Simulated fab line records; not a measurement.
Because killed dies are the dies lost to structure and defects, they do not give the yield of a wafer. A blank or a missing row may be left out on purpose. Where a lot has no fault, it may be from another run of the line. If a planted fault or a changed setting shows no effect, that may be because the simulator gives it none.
Chamber matching :: flow n5Finfet :: N5_DUMMY_GATE_ALD_02 on aldSin-01 has 4 sister chambers
The step deposits SiO2, target thk 2 nm, pulse time 1 s. 4 wafers are shown with their chamber, then 7 later ones without.

== WAFERS PAIRED WITH THEIR CHAMBERS ==
wafer: L089.1
chamber: 1
heaterPowerW (W): 397

wafer: L089.2
chamber: 2
heaterPowerW (W): 546

wafer: L093.2
chamber: 0
heaterPowerW (W): 453

wafer: L093.5
chamber: 3
heaterPowerW (W): 510

== WAFERS WITHOUT THEIR CHAMBER ==
wafer: L093.6
heaterPowerW (W): 433

wafer: L095.3
heaterPowerW (W): 543

wafer: L095.5
heaterPowerW (W): 434

wafer: L095.6
heaterPowerW (W): 400

wafer: L096.3
heaterPowerW (W): 555

wafer: L096.4
heaterPowerW (W): 421

wafer: L096.5
heaterPowerW (W): 527

== THE CHAMBER EACH PASSED THROUGH ==
wafer: L093.6
from the rows above: can't be placed: 0 or 1
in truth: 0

wafer: L095.3
from the rows above: can't be placed: 2 or 3
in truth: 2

wafer: L095.5
from the rows above: can't be placed: 0 or 1
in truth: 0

wafer: L095.6
from the rows above: 1
in truth: 1

wafer: L096.3
from the rows above: 2
in truth: 2

wafer: L096.4
from the rows above: can't be placed: 1 or 0
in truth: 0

wafer: L096.5
from the rows above: can't be placed: 3 or 2
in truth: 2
Placed correctly: 2 of 7. Not placeable from these rows: 5 (in 5, the candidates include the true chamber). Wrongly placed: 0.
How it was worked out, from the rows above alone: a wafer's distance from a chamber is the root of the sum, over the readings, of the square of ((its reading less the chamber's mean) divided by the reading's scatter). The wafer belongs to the nearest chamber; if the next one is less than 2 further off, it can't be placed. A chamber's mean is the mean of its shown wafers. The scatter: root of mean squared gap, hidden wafer to nearest shown wafer, with one shown wafer a chamber.
